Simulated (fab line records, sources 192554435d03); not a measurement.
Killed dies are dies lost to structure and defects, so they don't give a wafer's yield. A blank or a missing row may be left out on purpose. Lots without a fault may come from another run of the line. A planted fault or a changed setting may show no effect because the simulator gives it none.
Split-lot experiment | flow n5_finfet | 7 lots, 21 wafers read, on a route of 1938 steps

THE SPLIT
At N5_BEOL_M0_SAQP_COAT_34 (resist thk 30 nm), the setting spin_rpm was moved away from the recipe's 1500 rpm on 5 of the 21 wafers read, by -5.1% to +8.3%. The other wafers ran this setting at the recipe's value.

FROM THE SPLIT TO THE READING: what the file shows between them, 4 steps
- N5_BEOL_M0_SAQP_EBR_36
- N5_BEOL_M0_SAQP_SOFTBAKE_35: time 60 s
- N5_BEOL_M0_SAQP_EXPOSE_37: exposes mask M0 CUT1, target cd 30 nm
- N5_BEOL_M0_SAQP_PEB_38: peb time 60 s

THE READING
CAR-EUV_of_BEOL_M0_SAQP_COAT_34.thk_nm (the simulator's own value, which no gauge read), in nm, at N5_BEOL_M0_SAQP_DEVELOP_39 (develop time 30 s). The file gives no usual value for it. The 16 wafers here that ran the recipe average 29.6 nm, standard deviation 0.071 nm.

wafer  | tool, chamber at the split | spin_rpm as run, rpm | against the recipe | CAR-EUV_of_BEOL_M0_SAQP_COAT_34.thk_nm, nm | against lot-mates on the recipe
L077.1 | litho_track-03, 0          | 1500                 | recipe             | 29.6                                       | -
L077.3 | litho_track-03, 0          | 1500                 | recipe             | 29.6                                       | -
L077.5 | litho_track-03, 0          | 1500                 | recipe             | 29.6                                       | -
L078.1 | litho_track-01, 0          | 1500                 | recipe             | 29.6                                       | -
L078.2 | litho_track-01, 0          | 1500                 | recipe             | 29.6                                       | -
L078.6 | litho_track-01, 0          | 1500                 | recipe             | 29.6                                       | -
L079.2 | litho_track-05, 0          | 1500                 | recipe             | 29.6                                       | -
L079.3 | litho_track-05, 0          | 1500                 | recipe             | 29.6                                       | -
L079.5 | litho_track-05, 0          | 1429                 | -4.7%              | 30.4                                       | +0.8
L080.1 | litho_track-03, 0          | 1624                 | +8.3%              | 28.4                                       | -1.2
L080.6 | litho_track-03, 0          | 1624                 | +8.3%              | 28.4                                       | -1.2
L080.2 | litho_track-03, 0          | 1500                 | recipe             | 29.6                                       | -
L083.3 | litho_track-01, 0          | 1500                 | recipe             | 29.6                                       | -
L083.6 | litho_track-01, 0          | 1500                 | recipe             | 29.6                                       | -
L083.4 | litho_track-01, 0          | 1500                 | recipe             | 29.8                                       | -
L084.2 | litho_track-01, 0          | 1500                 | recipe             | 29.4                                       | -
L084.5 | litho_track-01, 0          | 1424                 | -5.1%              | 30.2                                       | +0.7
L084.6 | litho_track-01, 0          | 1500                 | recipe             | 29.6                                       | -
L090.1 | litho_track-01, 0          | 1608                 | +7.2%              | 28.6                                       | -1.0
L090.5 | litho_track-01, 0          | 1500                 | recipe             | 29.6                                       | -
L090.6 | litho_track-01, 0          | 1500                 | recipe             | 29.6                                       | -

THE FIT
A straight line over all 21 wafers: CAR-EUV_of_BEOL_M0_SAQP_COAT_34.thk_nm changes by -0.143 nm for each +1% of spin_rpm; r = -0.99; the points scatter about the line by 0.077 nm.
The same after taking each lot's own level away (the mean of its wafers on the recipe; 21 wafers): -0.146 nm for each +1%; r = -0.99; scatter 0.057 nm.
On that fit, the largest move of spin_rpm shifts the reading by 1.2 nm.
The lots' own levels span 29.50 to 29.67 nm, that is 2.4 times the standard deviation above.
So the lot-to-lot level changes the slope little: the two slopes agree.
Check: with one of the wafers moved furthest among these (+8.3%) left out of the fit, the line predicts -1.2 nm for it against its lot-mates. It came out at -1.2 nm against them.

OTHER SPLITS ON THESE WAFERS
These wafers also went through other splits before the reading. Each is held against what the fit with the lots' levels taken away leaves over:
other split on the same wafers                  | wafers away from the commonest value | r with CAR-EUV_of_BEOL_M0_SAQP_COAT_34.thk_nm (lot level and that fit taken away)
N5_MOL_CONTACT_COAG_ETCHBACK_136 target_depth_a | 7                                    | -0.16
N5_BEOL_M0_SAQP_ETCH_107 bias_w                 | 5                                    | -0.05

THE WHOLE CHAIN: every reading that the file lists as answering this split, in the file's order
step                       | what it does      | reading                                                                                 | change (the file's fit)               | r (the file's)
N5_BEOL_M0_SAQP_COAT_34    | resist thk 30 nm  | CAR-EUV_of_BEOL_M0_SAQP_COAT_34.thk_nm (the simulator's own value, which no gauge read) | -0.161 nm for each +1% of the setting | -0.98
N5_BEOL_M0_SAQP_DEVELOP_39 | develop time 30 s | CAR-EUV_of_BEOL_M0_SAQP_COAT_34.thk_nm (the simulator's own value, which no gauge read) | -0.145 nm for each +1% of the setting | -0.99

THE FILE'S OWN FIT
CAR-EUV_of_BEOL_M0_SAQP_COAT_34.thk_nm changes by -0.145 nm for each +1% of spin_rpm, r = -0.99.
